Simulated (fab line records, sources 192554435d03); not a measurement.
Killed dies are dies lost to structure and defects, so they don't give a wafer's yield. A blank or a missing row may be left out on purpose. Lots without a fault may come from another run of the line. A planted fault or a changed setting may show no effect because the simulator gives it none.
fab line records | flow n5_finfet
record lots=4 wafers=12 last_day=17
route steps=1938 shown BEOL_M3@1011 BEOL_M4@1021 PASSIVATION@1936
lots that met no fault: from a run of the same line without faults
start_h: hours from the record's first day to the start of the lot's first wafer shown | wait_h: hours since the lot's step before | " the same as in the row above | L1.1+2: a row that stands for several wafers | - no value, or no start given | * or withheld: withheld | < > ~ a bound
route shown NAME@n: a module of which the file shows steps, and the number in the route of the first | usual: mean/standard deviation of fault-free wafers | same: alike in all rows | chamber/n: place in a boat | sites: the reading at each site | _std_site: their standard deviation | _edge_site: outer sites' mean less inner sites' | radius_mm: how far each site lies from the wafer's centre | mask NAME#n: copy n | behind: the tool/chamber that last shaped the wafer | hold: why the lot was held/for how many hours/how that ended | device: the transistor (n, p or np) that didn't switch | end of line: the same wafers' tests at the end of the route | a step without rows: its recipe alone | killed: dies lost to structure and defects at the first sort, not the wafer's yield | map: a wafer's dies, x killed, . not, _ none there
set.NAME: the setting as run; set.NAME@STEP: as run at that earlier step | model.NAME: the simulator's own value behind a step, which no gauge read
lots at some steps of the route; a table a step, a row a wafer
services: from which hour (start_h, from the record's first day; less than 0 if before it) a tool's chamber was out of use, for how many hours, and why
## steps
# step N5_BEOL_M3_ECD_50
# recipe material=Cu target_thk_a=3000
# step N5_BEOL_M3_ANNEAL_51
# recipe temp_c=225 time_s=90 ambient=N2
# step N5_BEOL_M3_CMP_52
# recipe stop_on=SiOC t_overpolish_s=6.8 down_force_psi=1 platen_rpm=50 clearing_platen_down_force_psi=1.5 clearing_platen_rpm=50 post_cmp_clean=cu_alkaline target_thk_nm=40 clearing_platen_pad_velocity_m_s=0.99484 pad_velocity_m_s=0.99484
# step N5_BEOL_M3_PRE_CLEAN_60
# recipe gas=NH3/H2 time_s=15 temp_c=* rf_power_w=300
# step N5_BEOL_M3_CO_CAP_55
# recipe material=Co target_thk_a=20 temp_c=200 precursor=CCTBA/H2 pressure_torr=30 time_s=102.1
# step N5_BEOL_M3_PRE_CLEAN_56
# recipe gas=NH3 time_s=15 temp_c=withheld rf_power_w=300
# step N5_BEOL_M3_DEP_57
# recipe material=SiCN target_thk_a=80 temp_c=withheld precursor=3MS/NH3 pressure_torr=3 rf_w=202 time_s=14
# step N5_BEOL_M4_ILD_DEP_00
# recipe material=SiOC target_thk_a=790 temp_c=350 precursor=DEMS/O2 pressure_torr=5 rf_w=500 time_s=15.3
# step N5_BEOL_M4_PECVD_72
# recipe material=SiO2 target_thk_a=160 temp_c=400 precursor=TEOS/O2 pressure_torr=5.5 rf_w=450 teos_flow_sccm=53.8 gas=O2 flow_sccm=3000 time_s=18
# usual heater_power_w=652/89 showerhead_plenum_p_Torr=8.80/0.07 throttle_valve_pct=21.7/1.5
# columns lot.wafer tool chamber start_h wait_h heater_power_w showerhead_plenum_p_Torr throttle_valve_pct
L881.1 pecvd-03 2 187.36 0.0 512 8.73 21.6
L881.4 " 2 " " 536 8.71 21.8
L881.6 " 0 " " 831 8.79 21.7
L892.2 pecvd-01 0 256.25 0.0 686 8.83 22.3
L892.5 " 0 " " 684 8.78 21.5
L892.6 " 1 " " 611 8.70 21.4
L897.3 pecvd-03 0 271.46 0.0 747 8.77 21.9
L897.4 " 0 " " 722 8.80 21.9
L897.5 " 2 " " 518 8.72 20.3
L900.3 pecvd-03 0 302.21 0.0 757 8.80 22.0
L900.4 " 0 " " 744 8.80 21.8
L900.6 " 2 " " 574 8.71 20.3
# step N5_BEOL_M4_HM_DEP_02
# recipe material=TiN target_thk_a=200 temp_c=25 chamber_pressure_pa=0.49996
# step N5_BEOL_M4_COAT_61
# recipe resist=SOC temp_c=250 time_s=60 spin_rpm=1500 resist_thk_nm=60
# step N5_BEOL_M4_COAT_62
# recipe resist=SiARC temp_c=220 time_s=60 spin_rpm=1500 resist_thk_nm=12
# step N5_BEOL_M4_COAT_73
# recipe resist=underlayer temp_c=205 time_s=60 spin_rpm=1500 resist_thk_nm=5
# step N5_BEOL_M4_COAT_05
# recipe resist=CAR-EUV spin_rpm=1500 resist_thk_nm=30
# step N5_BEOL_M4_EBR_07
# recipe solvent=PGMEA ebr_width_mm=1.5
# step N5_BEOL_M4_SOFTBAKE_06
# recipe temp_c=110 time_s=60 resist=CAR-EUV
# step N5_BEOL_M4_EXPOSE_08
# recipe mask_id=M4 na=0.33 source_shape=dipole sigma_inner=0.369 sigma_outer=0.767 polarization=unpolarized dose_mj=41.25
# step N5_BEOL_M4_PEB_09
# recipe peb_temp_c=100 peb_time_s=60 resist=CAR-EUV
# step N5_BEOL_M4_DEVELOP_10
# recipe develop_time_s=30 developer=TMAH resist=CAR-EUV rinse_liquid=surfactant_rinse dry=air_spin dev_temp_c=23
# step N5_BEOL_M4_DESCUM_16
# recipe chemistry=O2 time_s=7 source_power_w=50 bias_power_w=20 pressure_mtorr=20 rf_frequency_hz=2.712e+07 temp_c=40 resist=CAR-EUV o2_flow_sccm=225
# step N5_BEOL_M4_ETCH_74
# recipe chemistry=N2/H2 target=underlayer target_depth_a=65 mask_material=CAR-EUV time_s=5.2 ion_energy_ev=200 pressure_mtorr=30 source_w=840 bias_w=150 n2_flow_sccm=200 h2_flow_sccm=200 ends=cleared
# step N5_BEOL_M4_ETCH_63
# recipe chemistry=CF4 target=SiARC target_depth_a=156 mask_material=CAR-EUV time_s=26 ion_energy_ev=80 pressure_mtorr=40 source_w=545 bias_w=36 Ar_flow_sccm=100 cf4_flow_sccm=100 ends=cleared
# step N5_BEOL_M4_ETCH_64
# recipe chemistry=N2/H2 target=SOC target_depth_a=750 overetch_a=225 mask_material=SiARC temp_c=40 time_s=121.9 ion_energy_ev=200 pressure_mtorr=30 source_w=840 bias_w=150 n2_flow_sccm=200 h2_flow_sccm=200
# step N5_BEOL_M4_STRIP_65
# recipe chemistry=N2/H2 temp_c=40 n2_flow_sccm=200 h2_flow_sccm=200 rf_frequency_hz=6e+07
# step N5_BEOL_M4_STRIP_75
# recipe chemistry=N2/H2 temp_c=40 n2_flow_sccm=200 h2_flow_sccm=200 rf_frequency_hz=6e+07
# step N5_BEOL_M4_STRIP_66
# recipe chemistry=CF4 resist=SiARC power_w=300 bias_power_w=75 pressure_mtorr=50 cf4_flow_sccm=150 rf_frequency_hz=6e+07
# step N5_BEOL_M4_HM_OPEN_17
# recipe chemistry=Cl2/BCl3 target_depth_a=200 overetch_a=60 target=TiN mask_material=SOC ion_energy_ev=150 pressure_mtorr=10 icp_w=1000 bias_w=126 Cl2_flow_sccm=53.25 bcl3_flow_sccm=21.75 Ar_flow_sccm=25
# step N5_BEOL_M4_STRIP_19
# recipe chemistry=O2 power_w=400 temp_c=40 pressure_mtorr=30 rf_frequency_hz=6e+07 bias_power_w=0 overash_fraction=0.2 o2_flow_sccm=225
# step N5_BEOL_M4_COAT_67
# recipe resist=SOC temp_c=250 time_s=60 spin_rpm=1500 resist_thk_nm=60
# step N5_BEOL_M4_COAT_68
# recipe resist=SiARC temp_c=220 time_s=60 spin_rpm=1500 resist_thk_nm=12
# step N5_BEOL_M4_COAT_76
# recipe resist=underlayer temp_c=205 time_s=60 spin_rpm=1500 resist_thk_nm=5
# step N5_BEOL_M4_COAT_22
# recipe resist=CAR-EUV spin_rpm=1500 resist_thk_nm=30
# step N5_BEOL_M4_EBR_24
# recipe solvent=PGMEA ebr_width_mm=1.5
# step N5_BEOL_M4_SOFTBAKE_23
# recipe temp_c=110 time_s=60 resist=CAR-EUV
# step N5_PASSIVATION_PROBE_49
# usual defect_limited_yield=91.6/1.4 killed_at_M0_to_M3=32/9.5 killed_at_M4_up=13/6 killed_at_contacts=12/5.6 killed_at_front_end=39/11 killed_at_other=2.8/2.3 killed_dies=99/16 killed_open=65/12 killed_short=32/7.6 sort_bin_4_leakage=0.1/0.88 sort_bin_5_function=4.8/0.88 sort_bin_6_memory=3.2/0.65 sort_n_pass=1077/29 sort_yield_pct=91.2/2.5
# same gross_dies=1180 killed_at_back_side=0 sort_bin_8_speed[%]=0
# columns lot.wafer tool chamber start_h wait_h defect_limited_yield[%] killed_at_M0_to_M3 killed_at_M4_up killed_at_contacts killed_at_front_end killed_at_other killed_dies killed_open killed_short sort_bin_4_leakage[%] sort_bin_5_function[%] sort_bin_6_memory[%] sort_n_pass sort_yield_pct[%]
L881.1 prober-02 - 319.85 0.0 92.8 21 14 13 31 6 85 62 23 0.1 4.1 2.9 1094 92.7
L881.4 prober-02 - 320.00 0.2 90.9 29 11 13 52 2 107 71 36 0 4.8 3.7 1073 90.9
L881.6 prober-02 - 320.10 0.3 92.7 22 5 13 41 5 86 62 24 0 4.2 2.9 1094 92.7
L897.3 prober-02 - 391.42 0.1 82.7 27 130 8 36 3 204 67 32 0 11.4 4.5 976 82.7
L897.4 prober-02 - 391.47 0.2 83.8 16 117 16 35 7 191 65 28 0 11.5 2.9 989 83.8
L897.5 prober-02 - 391.52 0.2 84.6 22 112 7 34 7 182 59 25 0 10.3 3.9 998 84.6
L900.3 prober-01 - 419.04 0.1 84.7 20 119 11 30 1 181 42 40 0 10.0 4.2 999 84.7
L900.4 prober-01 - 419.09 0.2 85.8 30 109 13 15 1 168 50 20 0 8.9 3.6 1012 85.8
L900.6 prober-01 - 419.19 0.3 82.2 27 136 19 24 4 210 69 34 0 10.8 5.3 970 82.2
# killed by level:class
L881.1 MOL_CONTACT_COAG:geometric_particle:open=12 FIN_SAQP:geometric_particle:open=7 FIN_SAQP:geometric_particle:short=6 BEOL_M4:geometric_particle:open=6 BEOL_M2:geometric_particle:open=5 STI_FIN_REVEAL:geometric_particle:open=3 DUMMY_GATE:geometric_particle:open=3 GATE_CUT:geometric_particle:short=3
L881.4 STI_FIN_REVEAL:geometric_particle:open=16 FIN_SAQP:geometric_particle:open=13 MOL_CONTACT_COAG:geometric_particle:open=11 BEOL_M0_SAQP:geometric_particle:open=9 BEOL_M0_SAQP:geometric_particle:short=9 FIN_SAQP:geometric_particle:short=7 STI_FIN_REVEAL:geometric_particle:short=7 BEOL_M2:geometric_particle:open=5
L881.6 FIN_SAQP:geometric_particle:open=14 STI_FIN_REVEAL:geometric_particle:open=11 MOL_CONTACT_COAG:geometric_particle:open=9 STI_FIN_REVEAL:geometric_particle:short=4 BEOL_M2:geometric_particle:open=4 MOL_CONTACT_COAG:geometric_particle:short=4 BEOL_M0_SAQP:geometric_particle:short=4 BEOL_M0_SAQP:geometric_particle:open=4
L897.3 BEOL_M4:unspecified=105 STI_FIN_REVEAL:geometric_particle:open=12 BEOL_M4:geometric_particle:open=11 BEOL_M1:geometric_particle:open=9 MOL_CONTACT_COAG:geometric_particle:open=8 BEOL_M4:geometric_particle:short=7 DUMMY_GATE:geometric_particle:open=6 BEOL_M0_SAQP:geometric_particle:short=5
L897.4 BEOL_M4:unspecified=97 MOL_CONTACT_COAG:geometric_particle:open=14 STI_FIN_REVEAL:geometric_particle:open=8 BEOL_M4:geometric_particle:open=7 FIN_SAQP:geometric_particle:open=6 STI_FIN_REVEAL:geometric_particle:short=4 BEOL_M1:geometric_particle:open=4 BEOL_M4:geometric_particle:short=4
L897.5 BEOL_M4:unspecified=97 STI_FIN_REVEAL:geometric_particle:open=17 BEOL_M3:geometric_particle:open=8 BEOL_M4:geometric_particle:open=7 MOL_CONTACT_COAG:geometric_particle:open=6 BEOL_M0_SAQP:geometric_particle:short=5 STI_FIN_REVEAL:geometric_particle:short=3 BEOL_M1:geometric_particle:short=3
L900.3 BEOL_M4:unspecified=98 FIN_SAQP:geometric_particle:short=10 MOL_CONTACT_COAG:geometric_particle:open=8 FIN_SAQP:geometric_particle:open=7 BEOL_M0_SAQP:geometric_particle:short=7 BEOL_M4:geometric_particle:open=6 BEOL_M5:geometric_particle:short=5 BEOL_M1:geometric_particle:open=4
L900.4 BEOL_M4:unspecified=95 MOL_CONTACT_COAG:geometric_particle:open=11 BEOL_M4:geometric_particle:open=9 BEOL_M0_SAQP:geometric_particle:short=8 BEOL_M1:geometric_particle:open=6 BEOL_M0_SAQP:geometric_particle:open=5 BEOL_M3:geometric_particle:open=4 FIN_SAQP:geometric_particle:open=3
L900.6 BEOL_M4:unspecified=106 BEOL_M4:geometric_particle:open=16 MOL_CONTACT_COAG:geometric_particle:open=15 BEOL_M1:geometric_particle:open=8 DUMMY_GATE:geometric_particle:open=7 BEOL_M3:geometric_particle:open=6 BEOL_M3:geometric_particle:short=5 FIN_SAQP:geometric_particle:short=4
# map L897.3 (x killed, . not)
_________________x...x.x...x.________________
______________.................._____________
___________...x.....x......x.......__________
__________..........x.......x..x...._________
________.x.....x......x...x..........x_______
_______...........xx..x.............x..______
______.xx.............x.............xx.._____
_____.x...x..........x................x..____
____...x...x.x......x.xx.x.x..xx..........___
___...............xx..xxxxxx...........x...__
___..............xxxxxxxxxxxxx.x...........__
__....xx.......xxxxxxxxxxxx...x............._
__......x..x...xxxxxxxxxxxxx........x......._
_............xx...xxxxxxxxx.x................
_....x.........xx.xxxxxxxxxxx.............x..
_.........x.......xxxxxxxxxx.................
_x..............xxx.x.xxxxxx.................
_...............xxxx.xx.xxx.xx...............
_.x...............xxxx.xx..........x..x......
_....................xx...x.....x............
_........x...................................
__..............x....................x......_
__................x..x..........x...x.....x._
___..........x.....x.....................x.__
___xx....x.x...x..........x..x.x...........__
____........................x........x....___
_____x.....x.............x...............____
______.....x....x......................._____
_______........x..x....................______
________....x.......x.............x..._______
__________.x........x......x......x._________
___________...x.....x.........x....__________
______________.................._____________
_________________.x..........________________
# map L900.6 (x killed, . not)
_________________.x..........________________
______________x.......x........._____________
___________..x.x..........x........__________
__________.....x.......xx..........._________
________..............x..x...xx......x_______
_______..............x........x...x....______
______x........x...................x...._____
_____............x.....xx...............x____
____........x.........x.....x......x..x...___
___.............x.......xx....x.....x......__
___................x..x..............x.....__
__...............x..................x.x....._
__.....................x.........x.....x...._
_...x...x.....xxxxx.x.xx..x..................
_...........xx.xxxxxxx.......x.x...........x.
_......x....xxxxxxxxxxxx...........x........x
_x........xx.xxxxxxxx.x...x.............x....
_.........xxxxxxxxxxxxxx......x..x..x........
_..x.....x...xxxxxxxxx.x.x.................x.
_......x....xxxxxxxxxxxxx.x...........x.....x
_........x...xxxxxxxxx.x...............x.....
__x....x......x.x.xxxx..xx......x..x........_
__.........xx...xx.x.xx.....x..x............_
___..........x..xxxxx..........x.....x.....__
___.................x.......x.x........x..x__
____........x..xx.x...x......x..x....x.x..___
_____..................x................x____
______......x.......x...........x......._____
_______..xx.............x..............______
________.............................._______
__________.............x............_________
___________.........x..............__________
______________......x....x......_____________
_________________............________________
## services
# columns tool chamber start_h hours kind
pecvd-03 2 202.38 - clean
pecvd-03 2 202.38 - consumable_replace:showerhead
pecvd-03 2 202.38 29.0 scheduled_down
pecvd-03 2 202.38 29.0 vent_cycle
pecvd-03 1 215.67 2.1 scheduled_down
pecvd-01 - 222.27 2.8 pm
pecvd-03 - 228.10 5.5 pm
pecvd-01 0 237.40 3.7 repair
pecvd-01 2 250.46 9.1 repair
pecvd-03 0 255.81 2.1 scheduled_down
## key
first_sign step=N5_PASSIVATION_PROBE_49 reading=killed_at_M4_up direction=up sigmas=18 usual=13 struck=120
effect step=N5_PASSIVATION_PROBE_49 reading=defect_limited_yield direction=down sigmas=5.5 usual=91.6 struck=84.0
more_kills_born_at N5_BEOL_M4_PECVD_72@pecvd-03=598
met_at N5_BEOL_M4_PECVD_72
struck_wafers L897.3,L897.4,L897.5,L900.3,L900.4,L900.6
onset_between 187.36 271.46
also_fits time
fault kind=chamber_particle_source tool=pecvd-03 chamber=- onset_h=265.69 steps=N5_BEOL_M4_PECVD_72 rate_per_visit_cm2=0.43694 end_h=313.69
